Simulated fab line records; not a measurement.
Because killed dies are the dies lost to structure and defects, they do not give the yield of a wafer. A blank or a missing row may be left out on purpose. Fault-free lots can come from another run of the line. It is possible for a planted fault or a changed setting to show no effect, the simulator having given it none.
8D (eight disciplines) problem report, filled in by code / flow nand_harc / the parts of the form that need people (team, actions taken, sign-off) are left out

== 1. THE PROBLEM ==
At NHARC_A_ONON_D2_THK_MEAS_18, thk_nm averages 718 nm over 4 wafers from 2 lots, while fault-free wafers read 999 nm, standard deviation 12. Relative to the usual mean, that is a shift of -23 standard deviations.
The step: measures by ellipsometry.
First observed at day 16 17:48: wafer L798.5, on film_metro-01. At this step, 42 wafers from 14 lots have a number in the record. Rule for "out", or "out of limits": more than 4 standard deviations from the usual mean. Any other wafer with a number is counted as sound.

== 2. WHAT IT IS, AND WHAT IT ISN'T ==
question=which readings at this step | is=thk_nm | is not=-
question=which lots | is=L798, L799 | is not=L789, L794, L801, L802, L804, L805, L806, L807, L808, L810, L811, L812
question=which wafers of those lots | is=L798.5, L799.2, L799.5, L799.6 | is not=L798.3, L798.4
question=read on which gauges | is=film_metro-01, film_metro-02 | is not=-
question=when | is=from day 16 17:48 | is not=up to then (8 sound wafers); but 30 sound wafers of L801, L802, L804, L805, L806, L807, L808, L810, L811, L812 came after

== 3. WHAT RULES OUT EACH SUSPECT ==
Counting: if a tool at a process step up to the reading ran every lot that is out, it stays a suspect. Sound lots after the first of them don't rule it out here, since some wafers of a struck lot are sound.
- the gauge at NHARC_A_ONON_D2_THK_MEAS_18 has been ruled out. Those wafers that are out were read across 2 gauges (film_metro-01, film_metro-02).
- pecvd_onon-03 at NHARC_A_ONON_D2_DEP_16 (target thk 1000 nm): kept. It ran every lot that is out, first L798 (day 16 17:24).
Remaining after the count: pecvd_onon-03 at NHARC_A_ONON_D2_DEP_16.

== 4. THE CAUSE (what the simulator had put in) ==
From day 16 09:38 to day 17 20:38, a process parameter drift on pecvd_onon-03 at NHARC_A_ONON_D2_DEP_16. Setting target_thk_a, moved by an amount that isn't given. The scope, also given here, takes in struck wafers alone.
The count eliminated every tool but this one.

== 5. THE CHAIN OF EFFECTS, in route order ==
One row per reading whose mean, taken over the struck wafers that have a number, lies over 3 standard deviations from the usual. Only readings whose record carries a usual standard deviation are examined. hours: median over the lots of the time between each lot's start at the first step of this table that gives one and its start at this step. sigmas: the change, counted in usual standard deviations.
hours=0; step=NHARC_A_ONON_D2_THK_MEAS_18; reading=thk_nm; usual=999 nm; on struck wafers=718; change=-280; sigmas=-23
hours=283; step=NHARC_END_SORT_01; reading=killed_at_array; usual=53; on struck wafers=672; change=+620; sigmas=+33
hours=283; step=NHARC_END_SORT_01; reading=killed_dies; usual=57; on struck wafers=677; change=+620; sigmas=+33

== 6. WHAT WOULD HAVE CAUGHT IT SOONER ==
The first out-of-limits reading at a measuring or inspecting step in this record came at day 16 17:48, 8 hours after the fault's start at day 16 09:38.
Lots out: 2; of these, L799 started NHARC_A_ONON_D2_DEP_16 on pecvd_onon-03 after day 16 17:48. It would have been spared by a hold on the tool at that moment.
